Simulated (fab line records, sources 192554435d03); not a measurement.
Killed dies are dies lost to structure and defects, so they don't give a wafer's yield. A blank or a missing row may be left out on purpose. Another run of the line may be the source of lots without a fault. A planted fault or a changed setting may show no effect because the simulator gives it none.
Split-lot trial | flow n5_finfet | 39 wafers read from 7 lots, route of 1938 steps

== ON THE SPLIT ==
At N5_BEOL_M5_HM_DEP_02 (deposits TiN, target thk 20 nm), the setting target_thk_a was moved away from the recipe's 200 angstrom on 18 of the 39 wafers read, by -49.5% to +57.4%. For the rest of the wafers, this setting stayed at what the recipe calls for.

== FROM THE SPLIT TO THE READING: what the file shows between them, 4 steps ==
- N5_BEOL_M5_COAT_59: time 60 s, resist thk 60 nm
- N5_BEOL_M5_COAT_60: time 60 s, resist thk 12 nm
- N5_BEOL_M5_STRIP_73: strips in N2/H2
- N5_BEOL_M5_STRIP_64: strips in CF4

== THE READING ==
etch.depth_nm (the simulator's own value, which no gauge read), in nm, at N5_BEOL_M5_HM_OPEN_17 (chemistry Cl2/BCl3, target TiN, target depth 20 nm, overetch 6 nm). The file gives no usual value for it. Across the 21 wafers here that went through the recipe, the average is 19.969 nm and the standard deviation 0.31 nm.

wafer  | tool, chamber at the split | target_thk_a as run, angstrom | against the recipe | etch.depth_nm, nm | against lot-mates on the recipe
L075.1 | pvd_sputter-02, -          | 200                           | recipe             | 19.85             | -
L075.2 | pvd_sputter-02, -          | 150.9                         | -24.5%             | 14.81             | -5.017
L075.3 | pvd_sputter-02, -          | 200                           | recipe             | 19.67             | -
L075.4 | pvd_sputter-02, -          | 150.9                         | -24.5%             | 14.82             | -5.007
L075.6 | pvd_sputter-02, -          | 150.9                         | -24.5%             | 14.82             | -5.007
L075.5 | pvd_sputter-02, -          | 200                           | recipe             | 19.96             | -
L078.1 | pvd_sputter-02, -          | 200                           | recipe             | 19.65             | -
L078.2 | pvd_sputter-02, -          | 200                           | recipe             | 19.81             | -
L078.4 | pvd_sputter-02, -          | 200                           | recipe             | 19.58             | -
L087.1 | pvd_sputter-03, -          | 101.1                         | -49.5%             | 9.827             | -9.830
L087.2 | pvd_sputter-03, -          | 101.1                         | -49.5%             | 10.13             | -9.527
L087.3 | pvd_sputter-03, -          | 200                           | recipe             | 19.54             | -
L087.4 | pvd_sputter-03, -          | 101.1                         | -49.5%             | 9.778             | -9.879
L087.5 | pvd_sputter-03, -          | 200                           | recipe             | 19.6              | -
L087.6 | pvd_sputter-03, -          | 200                           | recipe             | 19.83             | -
L088.1 | pvd_sputter-02, -          | 314.8                         | +57.4%             | 25.98             | +5.520
L088.2 | pvd_sputter-02, -          | 314.8                         | +57.4%             | 26.39             | +5.930
L088.3 | pvd_sputter-02, -          | 200                           | recipe             | 20.37             | -
L088.4 | pvd_sputter-02, -          | 200                           | recipe             | 20.52             | -
L088.5 | pvd_sputter-02, -          | 314.8                         | +57.4%             | 25.85             | +5.390
L088.6 | pvd_sputter-02, -          | 200                           | recipe             | 20.49             | -
L089.1 | pvd_sputter-02, -          | 114.2                         | -42.9%             | 11.23             | -8.863
L089.2 | pvd_sputter-02, -          | 114.2                         | -42.9%             | 11.54             | -8.553
L089.3 | pvd_sputter-02, -          | 200                           | recipe             | 20.07             | -
L089.4 | pvd_sputter-02, -          | 114.2                         | -42.9%             | 11.58             | -8.513
L089.5 | pvd_sputter-02, -          | 200                           | recipe             | 20.11             | -
L089.6 | pvd_sputter-02, -          | 200                           | recipe             | 20.1              | -
L091.1 | pvd_sputter-01, -          | 200                           | recipe             | 19.98             | -
L091.2 | pvd_sputter-01, -          | 200                           | recipe             | 20.5              | -
L091.3 | pvd_sputter-01, -          | 141.1                         | -29.4%             | 14.38             | -5.720
L091.4 | pvd_sputter-01, -          | 141.1                         | -29.4%             | 13.95             | -6.150
L091.5 | pvd_sputter-01, -          | 141.1                         | -29.4%             | 14.66             | -5.440
L091.6 | pvd_sputter-01, -          | 200                           | recipe             | 19.82             | -
L095.1 | pvd_sputter-01, -          | 200                           | recipe             | 20.24             | -
L095.2 | pvd_sputter-01, -          | 200                           | recipe             | 19.67             | -
L095.3 | pvd_sputter-01, -          | 200                           | recipe             | 19.99             | -
L095.4 | pvd_sputter-01, -          | 146.4                         | -26.8%             | 14.46             | -5.507
L095.5 | pvd_sputter-01, -          | 146.4                         | -26.8%             | 14.62             | -5.347
L095.6 | pvd_sputter-01, -          | 146.4                         | -26.8%             | 14.47             | -5.497

FIT RESULTS
A straight line over all 39 wafers: etch.depth_nm changes by +0.16 nm for each +1% of target_thk_a; r = +0.97; the points scatter about the line by 1 nm.
The same after taking each lot's own level away (the mean of its wafers on the recipe; 39 wafers): +0.155 nm for each +1%; r = +0.97; scatter 1.1 nm.
According to that fit, moving target_thk_a by its largest amount changes the reading by 8.9 nm.
The lots' own levels span 19.6567 to 20.4600 nm, that is 2.6 times the standard deviation above.
Consequently the slope shifts little with the lot-to-lot level, the two slopes agreeing.
Check: with one of the wafers moved furthest among these (+57.4%) left out of the fit, the line predicts +8.66 nm for it against its lot-mates. Against them it came out at +5.52 nm.

== OTHER SPLITS APPLIED TO THESE WAFERS ==
Before the reading, these wafers also passed through other splits. Each is held against what the fit with the lots' levels taken away leaves over:
other split on the same wafers          | wafers away from the commonest value | r with etch.depth_nm (lot level and that fit taken away)
N5_ZERO_LAYER_DEVELOP_10 develop_time_s | 12                                   | +0.08
N5_SD_EPI_N_ETCH_45 target_depth_a      | 9                                    | +0.21
N5_HKMG_FIN_HK_ALD_01 ald_cycles        | 18                                   | -0.09

== THE WHOLE CHAIN: every reading that the file lists as answering this split, in the file's order ==
step                   | what it does                                                      | reading                                                                          | change (the file's fit)                                                          | r (the file's)
N5_BEOL_M5_HM_DEP_02   | deposits TiN, target thk 20 nm                                    | TiN_of_BEOL_M5_HM_DEP_02.thk_nm (the simulator's own value, which no gauge read) | +0.199 nm for each +1% of the setting                                            | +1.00
N5_BEOL_M5_HM_OPEN_17  | chemistry Cl2/BCl3, target TiN, target depth 20 nm, overetch 6 nm | etch.depth_nm (the simulator's own value, which no gauge read)                   | +0.165 nm for each +1% of the setting                                            | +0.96
N5_BEOL_M5_OCD_MEAS_38 |                                                                   | trench_depth_nm                                                                  | not straight: 69.7 at the lowest setting, 71.4 at the recipe, 0.0 at the highest | not given

== FILE'S OWN FIT ==
etch.depth_nm changes by +0.165 nm for each +1% of target_thk_a, r = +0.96.
